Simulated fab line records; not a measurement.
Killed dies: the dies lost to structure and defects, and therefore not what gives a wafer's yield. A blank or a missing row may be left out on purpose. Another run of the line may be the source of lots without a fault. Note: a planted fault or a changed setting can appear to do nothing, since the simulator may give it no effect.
Comparing a struck lot with a sound one | flow n5 finfet | 15 out of 1938 route steps
Sound: wafers L735.2, L735.3, L735.6. Struck: wafer L749.4. (L749.3, L749.6 of the same lot were not struck and are left out.) The cause comes at the end.
Each step with rows lists, per side, the tool, then ch with its chambers, then its first start. Under that, the readings that differ: sound wafers | struck wafers | difference of the means | sigmas: that difference in standard deviations of wafers without a fault.
alike: readings with means less than 2 such deviations apart, plus words and numbers identical on both sides. not compared: withheld readings, readings lacking a value on some wafer, bounds such as >300 that could conceal the same value, and numbers that have no deviation in the record and whose values overlap.
Wherever a step has rows on one side only, a row that says differs or no value, or a row with sigmas, the two part there. When numbers do not overlap yet have no deviation, they are printed without sigmas and do not part them. Lack of a reading on every wafer of one side parts them only where that side has two or more wafers.

first, 2 steps without rows for these wafers: N5_BEOL_M12_TRENCH_ETCH_34 (etches SiOC in C4F8/O2/Ar, target depth 318.95 nm, time 125.5 s); N5_BEOL_M12_STRIP_70 (strips in C4F8/O2/Ar).
N5_BEOL_M12_OCD_MEAS_35:
  sound on ocd-02, day 13 09:35; struck on ocd-01, day 17 07:55
  reading              | sound       | struck | difference | sigmas
  trench depth nm (nm) | 319 312 312 | 326    | +12        | +2
N5_BEOL_M12_STRIP_37: strips in N2/H2.
  sound on plasma asher-01 ch 0,1, day 13 09:38; struck on plasma asher-01 ch 0, day 17 07:58
  alike: drypump motor current A, heater power w, oes product au, temp c
  not compared: rf hours counter h
then, 4 steps without rows for these wafers: N5_BEOL_M12_ETCH_38 (etches SiCN in CF4/N2, target depth 68.7 nm, time 73.4 s); N5_BEOL_M12_PRECLEAN_39 (cleans in residue remover, time 60 s); N5_BEOL_M12_SRD_40 (time 30 s, dry time 30 s); N5_BEOL_M12_DEGAS_41 (time 60 s).
N5_BEOL_M12_PRE_CLEAN_42: time 30 s.
  sound on pvd sputter-02, day 13 10:23; struck on pvd sputter-02, day 17 08:16
  alike: heater power w
then, 1 step without rows for these wafers: N5_BEOL_M12_SPUTTER_43 (material TaN, target thk 15 nm, time 24.19 s).
N5_BEOL_M12_SPUTTER_44: material Ta, target thk 10 nm, time 16.13 s.
  sound on pvd sputter-02, day 13 10:31; struck on pvd sputter-02, day 17 08:23
  alike: throttle valve pct
N5_BEOL_M12_SPUTTER_45: material Cu, target thk 80 nm, time 13.33 s.
  sound on pvd sputter-02, day 13 10:35; struck on pvd sputter-02, day 17 08:28
  alike: throttle valve pct
N5_BEOL_M12_ECD_47: material Cu, target thk 720 nm.
  sound on ecd cu-01 ch 0,1, day 13 10:43; struck on ecd cu-01 ch 1, day 17 08:37
  reading                                 | sound           | struck | difference | sigmas
  model.Cu_of_BEOL_M12_ECD_47.thk nm (nm) | 715 720.6 712.6 | 945.8  | +229.7     |
N5_BEOL_M12_ANNEAL_48: time 90 s.
  sound on rtp anneal-02 ch 0, day 13 10:54; struck on rtp anneal-01 ch 0, day 17 08:49
  alike: wafer_temp_C_max
next, for these wafers, 1 step has no rows: N5_PASSIVATION_PROBE_49.

== WHERE THEY PART ==
Only at N5_BEOL_M12_OCD_MEAS_35, as far as this record shows. Later steps at which nothing parts them and some readings are alike: N5_BEOL_M12_STRIP_37, N5_BEOL_M12_PRE_CLEAN_42, N5_BEOL_M12_SPUTTER_44, N5_BEOL_M12_SPUTTER_45, N5_BEOL_M12_ANNEAL_48.

WHY: the cause the simulator had injected
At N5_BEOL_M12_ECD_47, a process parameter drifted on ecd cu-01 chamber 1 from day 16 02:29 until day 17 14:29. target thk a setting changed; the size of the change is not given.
